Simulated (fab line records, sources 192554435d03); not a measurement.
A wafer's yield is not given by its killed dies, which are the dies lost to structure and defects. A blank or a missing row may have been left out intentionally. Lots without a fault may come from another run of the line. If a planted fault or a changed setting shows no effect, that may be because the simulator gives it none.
What tool caused it? | flow n5 finfet | 22 lots with 66 wafers sampled at 3 steps, on a route of 1938 steps

== WHAT EACH GAUGE READ, for each wafer ==
N5_BEOL_M9_OVL_MEAS_12.
lot  | measured     | on         | M9_OVL (nm)
L074 | day 10 17:04 | overlay-02 | -0.7 -0.9 -1.2
L075 | day 10 17:08 | overlay-01 | 1.1 0.6 0.5
L078 | day 12 17:46 | overlay-02 | -0.2 -0.3 -0.2
L077 | day 12 21:02 | overlay-02 | 0.0 0.3 0.5
L079 | day 13 14:57 | overlay-02 | -0.3 -0.4 -1.1
L080 | day 13 15:11 | overlay-02 | 0.8 0.6 0.6
L081 | day 14 03:56 | overlay-01 | -0.4 -0.2 -0.3
L083 | day 14 17:53 | overlay-02 | -0.5 -0.1 0.4
L084 | day 15 03:03 | overlay-02 | -1.4 -0.6 0.2
L085 | day 15 03:42 | overlay-01 | 0.3 0.0 0.5
L087 | day 15 07:25 | overlay-02 | -0.2 0.1 0.9
L086 | day 15 07:41 | overlay-02 | 0.2 -0.8 1.1
L076 | day 15 18:14 | overlay-01 | 0.5 0.6 -0.3
L089 | day 15 18:23 | overlay-02 | -0.7 -1.4 -0.9
L090 | day 16 01:31 | overlay-01 | -0.5 0.1 -0.6
L091 | day 16 14:53 | overlay-02 | -1.1 0.0 0.8
L088 | day 16 18:49 | overlay-01 | -0.2 -0.3 0.3
L092 | day 16 22:08 | overlay-01 | 0.9 1.3 1.8
L093 | day 17 00:35 | overlay-01 | -1.3 -0.6 -1.1
L095 | day 17 04:17 | overlay-02 | -0.9 0.1 -0.9
L096 | day 17 04:59 | overlay-02 | -0.3 -0.5 -0.2
L097 | day 17 09:38 | overlay-01 | -0.8 0.5 0.3

N5_BEOL_M9_THK_MEAS_53: measures by xrf.
lot  | measured     | on            | M9_THK (nm)
L074 | day 10 22:34 | film metro-01 | 143 140 143
L075 | day 10 23:41 | film metro-01 | 140 144 143
L078 | day 13 00:17 | film metro-02 | 146 140 145
L077 | day 13 03:23 | film metro-02 | 144 143 142
L079 | day 13 23:37 | film metro-01 | 141 139 144
L080 | day 13 23:10 | film metro-02 | 137 140 144
L081 | day 14 09:49 | film metro-02 | 137 136 140
L083 | day 15 00:59 | film metro-02 | 136 146 143
L084 | day 15 12:18 | film metro-02 | 146 141 138
L085 | day 15 11:26 | film metro-02 | 143 137 143
L087 | day 15 12:34 | film metro-01 | 136 134 133
L086 | day 15 13:04 | film metro-02 | 143 136 143
L076 | day 15 23:31 | film metro-02 | 135 142 144
L089 | day 15 23:51 | film metro-01 | 139 139 131
L090 | day 16 07:07 | film metro-01 | 140 130 134
L091 | day 16 22:19 | film metro-02 | 139 136 143
L088 | day 17 01:45 | film metro-01 | 149 142 141
L092 | day 17 02:14 | film metro-01 | 132 139 141
L093 | day 17 06:40 | film metro-02 | 145 144 134
L095 | day 17 09:38 | film metro-01 | 154 155 149
L096 | day 17 11:50 | film metro-02 | 144 143 146
L097 | day 17 18:12 | film metro-01 | 143 141 145

== TOOL THAT RAN EACH LOT (tool first, then ch and the chambers of the sampled wafers, then the start) ==
lot  | N5_BEOL_M9_ETCH_65
L074 | rie diel-02 ch 0,3, day 10 19:52
L075 | rie diel-04 ch 0,1,3, day 10 19:42
L078 | rie diel-04 ch 0,2,3, day 12 19:55
L077 | rie diel-06 ch 0,2,3, day 12 23:38
L079 | rie diel-06 ch 0,1,2, day 13 18:02
L080 | rie diel-06 ch 0,1,3, day 13 17:37
L081 | rie diel-04 ch 0,2, day 14 07:15
L083 | rie diel-04 ch 0,1,2, day 14 20:49
L084 | rie diel-02 ch 0,1,3, day 15 08:05
L085 | rie diel-04 ch 0,2,3, day 15 07:11
L087 | rie diel-02 ch 1,3, day 15 09:52
L086 | rie diel-04 ch 1,2,3, day 15 10:10
L076 | rie diel-02 ch 0,1,2, day 15 20:31
L089 | rie diel-04 ch 0,2,3, day 15 20:34
L090 | rie diel-04 ch 2,3, day 16 03:56
L091 | rie diel-04 ch 0,1,2, day 16 19:05
L088 | rie diel-04 ch 0,1, day 16 20:38
L092 | rie diel-02 ch 0,1, day 16 23:32
L093 | rie diel-02 ch 1,2,3, day 17 03:41
L095 | rie diel-06 ch 1,2, day 17 06:16
L096 | rie diel-02 ch 0,2,3, day 17 08:28
L097 | rie diel-04 ch 0,1,3, day 17 15:28
- N5_BEOL_M9_ETCH_65: etches SiARC in CF4, target depth 15.6 nm, time 26 s.

== AS READ BY THE TOOLS THEMSELVES (means over the sampled wafers that have a number; for cases with no such wafer, the mark the record gives instead) ==
N5_BEOL_M9_ETCH_65.
lot  | tool        | cf4 flow sccm (sccm) | drypump motor current A (A) | etch rf on time s (s) | oes product au (a.u.) | rf vpp V (V) | showerhead plenum p Torr (Torr) | throttle valve pct (%)
L074 | rie diel-02 | 99.66                | 5.6                         | 25.9                  | 0.66                  | 184.6        | 2.13                            | 15.73
L075 | rie diel-04 | 99.82                | 5.9                         | 25.5                  | 0.65                  | 183.0        | 2.07                            | 15.63
L078 | rie diel-04 | 99.93                | 5.6                         | 26.0                  | 0.64                  | 184.0        | 2.13                            | 15.62
L077 | rie diel-06 | 100.11               | 5.1                         | 26.3                  | 0.64                  | 183.4        | 2.11                            | 15.68
L079 | rie diel-06 | 100.09               | 5.3                         | 26.1                  | 0.63                  | 183.5        | 2.11                            | 15.59
L080 | rie diel-06 | 99.84                | 5.3                         | 25.7                  | 0.64                  | 182.6        | 2.05                            | 15.66
L081 | rie diel-04 | 100.00               | 5.6                         | 26.3                  | 0.69                  | 183.2        | 2.13                            | 15.50
L083 | rie diel-04 | 99.96                | 5.8                         | 26.0                  | 0.70                  | 184.1        | 2.19                            | 15.50
L084 | rie diel-02 | 100.12               | 5.7                         | 26.8                  | 0.66                  | 183.3        | 2.11                            | 15.58
L085 | rie diel-04 | 99.87                | 5.5                         | 26.0                  | 0.72                  | 183.3        | 2.13                            | 15.49
L087 | rie diel-02 | 100.10               | 5.9                         | 26.8                  | 0.59                  | 183.5        | 2.05                            | 15.58
L086 | rie diel-04 | 100.22               | 5.7                         | 25.8                  | 0.73                  | 185.0        | 2.19                            | 15.49
L076 | rie diel-02 | 100.02               | 5.6                         | 26.7                  | 0.73                  | 183.6        | 2.10                            | 15.32
L089 | rie diel-04 | 99.99                | 5.5                         | 26.0                  | 0.71                  | 184.3        | 2.13                            | 15.51
L090 | rie diel-04 | 99.74                | 5.4                         | 26.3                  | 0.66                  | 184.5        | 2.16                            | 15.64
L091 | rie diel-04 | 99.92                | 5.7                         | 25.8                  | 0.69                  | 185.1        | 2.19                            | 15.53
L088 | rie diel-04 | 100.09               | 6.0                         | 25.5                  | 0.73                  | 184.7        | 2.15                            | 15.40
L092 | rie diel-02 | 100.25               | 5.6                         | 26.5                  | 0.69                  | 182.8        | 2.12                            | 15.43
L093 | rie diel-02 | 99.88                | 5.7                         | 26.1                  | 0.75                  | 184.0        | 2.07                            | 15.34
L095 | rie diel-06 | 99.86                | 5.5                         | 24.4                  | 0.83                  | 185.1        | 2.26                            | 15.24
L096 | rie diel-02 | 100.14               | 5.6                         | 25.8                  | 0.80                  | 184.0        | 2.12                            | 15.35
L097 | rie diel-04 | 100.31               | 5.9                         | 25.3                  | 0.75                  | 183.8        | 2.14                            | 15.39

== THE ANSWER, worked out from the rows above alone ==
Rule: usual is defined by the lots themselves. The widest of any qualifying gaps counts: lots, ordered by their means at a reading, are off when they make up no more than a third of the lots, leave a main group of 4 or more, and stand apart from it by 3 or more times the standard deviation of that group's means. Not used: any main group whose means are identical at the precision the tables above print for the reading. Also off: a lot with no number at a reading for which 4 or more lots have one. All remaining lots with rows at the step are treated as sound. The gauges are gone through in route order, then the tools' own readings, and for those a lot's mean is taken as printed above. At the first step where some lot is off, the reading lying furthest off is the one used; lots without a number count as furthest.
None of the lots is off at any reading shown; this tells nothing.

== WHAT THE SIMULATOR HAD INSERTED ==
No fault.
